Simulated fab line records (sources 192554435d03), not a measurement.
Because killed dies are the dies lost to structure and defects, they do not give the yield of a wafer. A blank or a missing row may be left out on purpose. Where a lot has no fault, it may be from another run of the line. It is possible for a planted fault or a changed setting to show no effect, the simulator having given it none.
Chamber matching :: flow n5-finfet :: N5_FIN_SAQP_ETCH_57 on rie-diel-05 has 4 sister chambers
The step etches SiNx in CH3F/O2, target depth 32.5 nm, time 46.4 s. 14 wafers are shown with their chamber, then 7 later ones without.

== EACH WAFER AND ITS CHAMBER ==
wafer: L080.1
chamber: 3
drypump-motor-current-A (A): 4.9
rf-vpp-V (V): 295
etch-rf-on-time-s (s): 48.1

wafer: L080.3
chamber: 1
drypump-motor-current-A (A): 5.8
rf-vpp-V (V): 307
etch-rf-on-time-s (s): 44.3

wafer: L080.4
chamber: 0
drypump-motor-current-A (A): 5.1
rf-vpp-V (V): 298
etch-rf-on-time-s (s): 44.9

wafer: L082.1
chamber: 1
drypump-motor-current-A (A): 5.8
rf-vpp-V (V): 307
etch-rf-on-time-s (s): 44.6

wafer: L082.3
chamber: 2
drypump-motor-current-A (A): 6.7
rf-vpp-V (V): 291
etch-rf-on-time-s (s): 50.2

wafer: L082.4
chamber: 3
drypump-motor-current-A (A): 5.0
rf-vpp-V (V): 294
etch-rf-on-time-s (s): 50.0

wafer: L091.2
chamber: 1
drypump-motor-current-A (A): 5.8
rf-vpp-V (V): 305
etch-rf-on-time-s (s): 45.1

wafer: L091.5
chamber: 3
drypump-motor-current-A (A): 5.0
rf-vpp-V (V): 297
etch-rf-on-time-s (s): 46.1

wafer: L091.6
chamber: 0
drypump-motor-current-A (A): 5.0
rf-vpp-V (V): 297
etch-rf-on-time-s (s): 46.2

wafer: L092.1
chamber: 3
drypump-motor-current-A (A): 5.0
rf-vpp-V (V): 294
etch-rf-on-time-s (s): 44.5

wafer: L092.2
chamber: 1
drypump-motor-current-A (A): 5.8
rf-vpp-V (V): 306
etch-rf-on-time-s (s): 45.2

wafer: L092.4
chamber: 0
drypump-motor-current-A (A): 5.1
rf-vpp-V (V): 299
etch-rf-on-time-s (s): 46.4

wafer: L093.2
chamber: 2
drypump-motor-current-A (A): 6.7
rf-vpp-V (V): 290
etch-rf-on-time-s (s): 49.6

wafer: L093.3
chamber: 0
drypump-motor-current-A (A): 5.1
rf-vpp-V (V): 298
etch-rf-on-time-s (s): 45.3

SIGNATURES (averages over the wafers above)
reading: drypump-motor-current-A
chamber 0: 5.075
chamber 1: 5.800
chamber 2: 6.700
chamber 3: 4.975
scatter within a chamber: 0.0387

reading: rf-vpp-V
chamber 0: 298.00
chamber 1: 306.25
chamber 2: 290.50
chamber 3: 295.00
scatter within a chamber: 1.06

reading: etch-rf-on-time-s
chamber 0: 45.700
chamber 1: 44.800
chamber 2: 49.900
chamber 3: 47.175
scatter within a chamber: 1.39
Rule: a wafer lies at a distance from a chamber equal to the root of the sum of squares, over the readings, of (its reading less the chamber's mean, divided by the reading's scatter). If the next closest chamber is less than 2 further off than the closest, the wafer can't be placed; otherwise it belongs to the closest. How the scatter is found: for the shown wafers, subtract from each reading the mean of its chamber, square and add these, divide the total by (wafers less chambers), then take the root.

== WAFERS WHOSE CHAMBER IS MISSING ==
wafer: L093.4
drypump-motor-current-A (A): 5.8
rf-vpp-V (V): 306
etch-rf-on-time-s (s): 45.5

wafer: L095.2
drypump-motor-current-A (A): 5.8
rf-vpp-V (V): 307
etch-rf-on-time-s (s): 46.5

wafer: L095.5
drypump-motor-current-A (A): 5.8
rf-vpp-V (V): 307
etch-rf-on-time-s (s): 46.5

wafer: L095.6
drypump-motor-current-A (A): 5.1
rf-vpp-V (V): 298
etch-rf-on-time-s (s): 46.5

wafer: L096.4
drypump-motor-current-A (A): 5.8
rf-vpp-V (V): 306
etch-rf-on-time-s (s): 46.6

wafer: L096.5
drypump-motor-current-A (A): 5.1
rf-vpp-V (V): 297
etch-rf-on-time-s (s): 46.8

wafer: L096.6
drypump-motor-current-A (A): 5.8
rf-vpp-V (V): 306
etch-rf-on-time-s (s): 45.6

== CHAMBER TAKEN BY EACH ==
wafer: L093.4
from the rows above: 1
in truth: 1

wafer: L095.2
from the rows above: 1
in truth: 1

wafer: L095.5
from the rows above: 1
in truth: 1

wafer: L095.6
from the rows above: 0
in truth: 0

wafer: L096.4
from the rows above: 1
in truth: 1

wafer: L096.5
from the rows above: 0
in truth: 0

wafer: L096.6
from the rows above: 1
in truth: 1
Correct placement for 7 of the 7. Left unplaced by these rows: 0. Wrongly placed: 0.
